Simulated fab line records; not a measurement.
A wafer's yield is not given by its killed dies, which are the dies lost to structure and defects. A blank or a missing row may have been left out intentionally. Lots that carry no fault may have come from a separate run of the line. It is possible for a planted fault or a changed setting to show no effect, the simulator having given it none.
Which of the tools did it? | flow nand-harc | 13 lots, 39 wafers sampled, at 2 steps of a route of 1302

== WHAT THE GAUGES READ, wafer by wafer ==
NHARC_P_BONDPAD_CD_MEAS_09: target cd 500 nm. Usual: 499.6 nm for cd-nm, sd 1.8.
lot  | measured     | on        | cd-nm (nm)        | flag
L250 | day 7 09:49  | cd-sem-02 | 498.2 498.6 496.5 |
L251 | day 7 10:08  | cd-sem-01 | 500.0 502.9 502.4 |
L254 | day 8 10:47  | cd-sem-01 | 497.1 498.5 498.7 |
L253 | day 8 11:22  | cd-sem-03 | 496.3 496.2 496.2 |
L255 | day 9 02:05  | cd-sem-01 | 499.2 500.2 499.3 |
L256 | day 9 14:40  | cd-sem-03 | 501.2 499.7 502.6 |
L257 | day 10 02:02 | cd-sem-02 | 500.0 500.0 497.7 |
L263 | day 12 18:16 | cd-sem-02 | 500.8 498.5 499.4 |
L264 | day 12 19:03 | cd-sem-03 | 498.3 498.6 497.5 |
L266 | day 13 22:22 | cd-sem-01 | 496.8 497.7 501.2 |
L269 | day 14 20:10 | cd-sem-02 | 497.6 501.6 499.3 |
L271 | day 16 02:35 | cd-sem-03 | 497.4 498.7 499.3 |
L272 | day 16 10:47 | cd-sem-03 | 501.2 499.3 500.6 |

== TOOL THAT RAN EACH LOT (tool first, then ch and the chambers of the sampled wafers, then the start) ==
lot  | NHARC_P_M2_PRE_CLEAN_32
L250 | pecvd-04 ch 1,2, day 7 08:08
L251 | pecvd-01 ch 0,1,2, day 7 08:26
L254 | pecvd-04 ch 0,2, day 8 08:56
L253 | pecvd-01 ch 0,2, day 8 09:38
L255 | pecvd-04 ch 0,2, day 9 00:24
L256 | pecvd-01 ch 0,1,2, day 9 12:56
L257 | pecvd-01 ch 0,1, day 10 00:27
L263 | pecvd-03 ch 0,1,2, day 12 16:35
L264 | pecvd-01 ch 0,1,2, day 12 17:20
L266 | pecvd-03 ch 0,1,2, day 13 20:40
L269 | pecvd-03 ch 0,2, day 14 18:34
L271 | pecvd-04 ch 1,2, day 16 00:58
L272 | pecvd-04 ch 0,2, day 16 09:12
- NHARC_P_M2_PRE_CLEAN_32: time 12 s.

== AS READ BY THE TOOLS THEMSELVES (means over the sampled wafers that have a number; for cases with no such wafer, the mark the record gives instead) ==
NHARC_P_M2_PRE_CLEAN_32. Usual: 607 W for heater-power-w, sd 91.
lot  | tool     | heater-power-w (W) | flag
L250 | pecvd-04 | 461                |
L251 | pecvd-01 | 656                |
L254 | pecvd-04 | 590                |
L253 | pecvd-01 | 674                |
L255 | pecvd-04 | 493                |
L256 | pecvd-01 | 639                |
L257 | pecvd-01 | 673                |
L263 | pecvd-03 | 660                |
L264 | pecvd-01 | 660                |
L266 | pecvd-03 | 620                |
L269 | pecvd-03 | 661                |
L271 | pecvd-04 | 533                |
L272 | pecvd-04 | 562                |

== THE ANSWER, worked out from the rows above alone ==
Rule: a lot is off if the mean of its wafers that have a number lies more than 3 standard deviations from the usual mean. Also off: a lot with no number at a reading for which 4 or more lots have one. All remaining lots with rows at the step are treated as sound. The gauges are gone through in route order, then the tools' own readings, and for those a lot's mean is taken as printed above. At the first step where some lot is off, the reading lying furthest off is the one used; lots without a number count as furthest.
No lot is off at any reading shown: from this, nothing can be told.

== WHAT THE SIMULATOR PUT IN ==
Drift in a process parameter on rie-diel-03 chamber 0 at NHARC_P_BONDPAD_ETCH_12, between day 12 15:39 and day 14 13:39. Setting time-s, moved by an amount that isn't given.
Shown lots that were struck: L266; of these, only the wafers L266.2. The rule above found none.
